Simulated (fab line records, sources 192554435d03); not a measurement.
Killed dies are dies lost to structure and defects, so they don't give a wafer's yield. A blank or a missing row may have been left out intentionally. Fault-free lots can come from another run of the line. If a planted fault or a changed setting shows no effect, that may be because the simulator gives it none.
Lot-split experiment | flow n5_finfet | route with 1938 steps; 7 lots, 21 wafers read

## ON THE SPLIT
At N5_BEOL_M0_SAQP_PECVD_97 (deposits SiNx from SiH4/NH3/N2, target thk 23 nm, time 19.9 s), the setting time_s was moved away from the recipe's 19.9 s on 6 of the 21 wafers read, by -12.3% to +10.7%. For the rest of the wafers, this setting stayed at what the recipe calls for.

The split's own step is where the reading is taken.

## THE READING
SiNx_of_BEOL_M0_SAQP_PECVD_97.thk_nm (the simulator's own value, which no gauge read), in nm, at N5_BEOL_M0_SAQP_PECVD_97 (deposits SiNx from SiH4/NH3/N2, target thk 23 nm, time 19.9 s). There is no usual value for it anywhere in the file. The 15 wafers here that ran the recipe average 23.0 nm, standard deviation 0.32 nm.

wafer  | tool, chamber at the split | time_s as run, s | against the recipe | SiNx_of_BEOL_M0_SAQP_PECVD_97.thk_nm, nm | against lot-mates on the recipe
L074.2 | pecvd-03, 1                | 21.54            | +8.2%              | 24.4                                     | +1.5
L074.3 | pecvd-03, 0                | 19.9             | recipe             | 22.8                                     | -
L074.6 | pecvd-03, 0                | 19.9             | recipe             | 23                                       | -
L075.1 | pecvd-02, 0,1              | 19.9             | recipe             | 23.2                                     | -
L075.6 | pecvd-02, 0,1              | 19.9             | recipe             | 23.2                                     | -
L075.4 | pecvd-02, 0                | 19.9             | recipe             | 23.6                                     | -
L086.3 | pecvd-03, 0,2              | 19.9             | recipe             | 22.8                                     | -
L086.5 | pecvd-03, 0,2              | 19.9             | recipe             | 22.8                                     | -
L086.6 | pecvd-03, 1                | 19.9             | recipe             | 23                                       | -
L088.2 | pecvd-04, 0                | 19.9             | recipe             | 23                                       | -
L088.3 | pecvd-04, 1                | 21.32            | +7.1%              | 24.6                                     | +1.6
L088.6 | pecvd-04, 2                | 21.32            | +7.1%              | 24.2                                     | +1.2
L089.1 | pecvd-04, 1,2              | 19.9             | recipe             | 22.4                                     | -
L089.6 | pecvd-04, 1,2              | 19.9             | recipe             | 22.4                                     | -
L089.4 | pecvd-04, 1                | 22.02            | +10.7%             | 25.6                                     | +3.2
L095.1 | pecvd-02, 0                | 19.9             | recipe             | 23.2                                     | -
L095.3 | pecvd-02, 0                | 17.45            | -12.3%             | 20.4                                     | -2.8
L095.4 | pecvd-02, 1                | 17.45            | -12.3%             | 21                                       | -2.2
L096.1 | pecvd-03, 1                | 19.9             | recipe             | 23                                       | -
L096.2 | pecvd-03, 2                | 19.9             | recipe             | 23.2                                     | -
L096.6 | pecvd-03, 0                | 19.9             | recipe             | 23.4                                     | -
Rows listing several chambers each stand for several wafers; the file does not say which wafer went through which chamber.

THE FIT
A straight line over all 21 wafers: SiNx_of_BEOL_M0_SAQP_PECVD_97.thk_nm changes by +0.197 nm for each +1% of time_s; r = +0.96; the points scatter about the line by 0.33 nm.
The same after taking each lot's own level away (the mean of its wafers on the recipe; 21 wafers): +0.218 nm for each +1%; r = +0.97; scatter 0.28 nm.
The reading moves by 2.7 nm for the largest change in time_s, on that fit.
Across the lots, their own levels run from 22.40 to 23.33 nm, a range of 2.9 times the standard deviation given above.
So the lot-to-lot level changes the slope little: the two slopes agree.
Check: with one of the wafers moved furthest among these (-12.3%) left out of the fit, the line predicts -2.58 nm for it against its lot-mates. It came out at -2.8 nm against them.

## OTHER SPLITS ON THESE WAFERS
Other splits were also applied to these wafers ahead of the reading. Each is held against what the fit with the lots' levels taken away leaves over:
other split on the same wafers            | wafers away from the commonest value | r with SiNx_of_BEOL_M0_SAQP_PECVD_97.thk_nm (lot level and that fit taken away)
N5_PMOS_HMC_CHANNEL_EPI_PEB_07 peb_time_s | 7                                    | -0.03
N5_PMOS_HMC_CHANNEL_EPI_DESCUM_14 time_s  | 10                                   | +0.11
N5_FIN_CUT_EXPOSE_05 dose_mj              | 10                                   | +0.55
N5_DUMMY_GATE_COAT_28 spin_rpm            | 4                                    | +0.02
N5_SD_EPI_N_ETCH_35 time_s                | 8                                    | -0.07
N5_SDB_EXPOSE_08 dose_mj                  | 9                                    | -0.48
N5_MOL_CONTACT_COAG_EXPOSE_05 dose_mj     | 13                                   | +0.12
N5_MOL_CONTACT_COAG_VIA_ETCH_46 bias_w    | 7                                    | +0.02

## FILE'S OWN FIT
SiNx_of_BEOL_M0_SAQP_PECVD_97.thk_nm changes by +0.227 nm for each +1% of time_s, r = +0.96.
